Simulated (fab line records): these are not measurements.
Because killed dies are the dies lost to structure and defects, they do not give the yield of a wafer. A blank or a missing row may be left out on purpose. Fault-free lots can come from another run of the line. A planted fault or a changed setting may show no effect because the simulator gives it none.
Chamber matching    flow n5-finfet    4 sister chambers for N5_FIN_SAQP_MANDREL_ETCH_58 on rie-si-02
The step etches a-Si in HBr/Cl2, stops on SiNx, target depth 45 nm, bt time 10 s, time 27 s. 16 wafers are shown with their chamber, then 8 later ones without.

== WAFERS, EACH WITH ITS CHAMBER ==
wafer   chamber  throttle-valve-pct (%)  oes-product-au (a.u.)
L076.1  0        36.2                    0.701
L076.2  3        35.1                    0.700
L076.5  3        35.1                    0.705
L078.3  3        35.1                    0.700
L078.5  0        36.3                    0.697
L078.6  1        35.1                    0.676
L080.2  2        35.8                    0.688
L080.4  1        35.1                    0.682
L080.5  0        36.3                    0.689
L084.3  0        36.3                    0.699
L084.5  1        35.1                    0.681
L084.6  0        36.2                    0.717
L085.1  3        35.1                    0.701
L085.2  2        35.7                    0.692
L085.5  0        36.2                    0.712
L088.2  1        35.2                    0.673

SIGNATURES (means of the wafers above)
reading             chamber 0  chamber 1  chamber 2  chamber 3  scatter within a chamber
throttle-valve-pct  36.250     35.125     35.750     35.100     0.0479
oes-product-au      0.70250    0.67800    0.69000    0.70150    0.00711
Rule: a wafer's distance from a chamber is the root of the sum, over the readings, of the square of ((its reading less the chamber's mean) divided by the reading's scatter). If the next closest chamber is less than 2 further off than the closest, the wafer can't be placed; otherwise it belongs to the closest. The scatter is the square root of a quotient: the sum, over the shown wafers, of each reading's squared deviation from its chamber's mean, divided by wafers minus chambers.

== WAFERS WHOSE CHAMBER IS MISSING ==
wafer   throttle-valve-pct (%)  oes-product-au (a.u.)
L088.5  35.1                    0.707
L088.6  35.7                    0.699
L090.1  35.1                    0.678
L090.2  35.1                    0.684
L090.3  35.8                    0.695
L091.2  35.2                    0.678
L091.4  35.8                    0.701
L091.5  36.3                    0.703

== EACH ONE'S CHAMBER ==
wafer   from the rows above      in truth
L088.5  3                        3
L088.6  2                        2
L090.1  1                        1
L090.2  can't be placed: 1 or 3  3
L090.3  2                        2
L091.2  1                        1
L091.4  2                        2
L091.5  0                        0
Placed correctly: 7 of 8. Cannot be placed on the basis of these rows: 1; the candidates contain the true chamber in 1. 0 placed wrongly.
